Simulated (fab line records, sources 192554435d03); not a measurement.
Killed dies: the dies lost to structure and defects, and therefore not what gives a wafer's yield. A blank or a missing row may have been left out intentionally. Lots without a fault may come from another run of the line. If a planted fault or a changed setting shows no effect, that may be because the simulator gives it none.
Chamber matching ; flow n5 finfet ; 3 sister chambers for N5_BEOL_M3_PRE_CLEAN_60 on cvd co-01
The step time 15 s. 3 wafers are shown with their chamber, then 12 later ones without.

== WAFERS, EACH WITH ITS CHAMBER ==
wafer;chamber;heater power w (W)
L093.6;0;66
L095.4;2;85
L095.5;1;95

== WAFERS WITH NO CHAMBER GIVEN ==
wafer;heater power w (W)
L094.1;82
L094.3;66
L094.5;65
L096.1;89
L096.2;66
L096.3;84
L096.4;65
L096.5;91
L096.6;83
L097.1;91
L097.3;67
L097.5;66

== EACH ONE'S CHAMBER ==
wafer;from the rows above;in truth
L094.1;2;2
L094.3;0;0
L094.5;0;0
L096.1;can't be placed: 2 or 1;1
L096.2;0;0
L096.3;2;2
L096.4;0;0
L096.5;can't be placed: 1 or 2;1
L096.6;2;2
L097.1;can't be placed: 1 or 2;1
L097.3;0;0
L097.5;0;0
Placed correctly: 9 of 12. These rows do not allow placing 3 (true chamber among the candidates in 3). Wrongly placed: 0.
How it was worked out, from the rows above alone: a wafer's distance from a chamber is the root of the sum, over the readings, of the square of ((its reading less the chamber's mean) divided by the reading's scatter). If the next closest chamber is less than 2 further off than the closest, the wafer can't be placed; otherwise it belongs to the closest. A chamber's mean is the mean of its shown wafers. The scatter: with one shown wafer a chamber, the root of the mean of the squares of how far each hidden wafer lies from its nearest shown one.
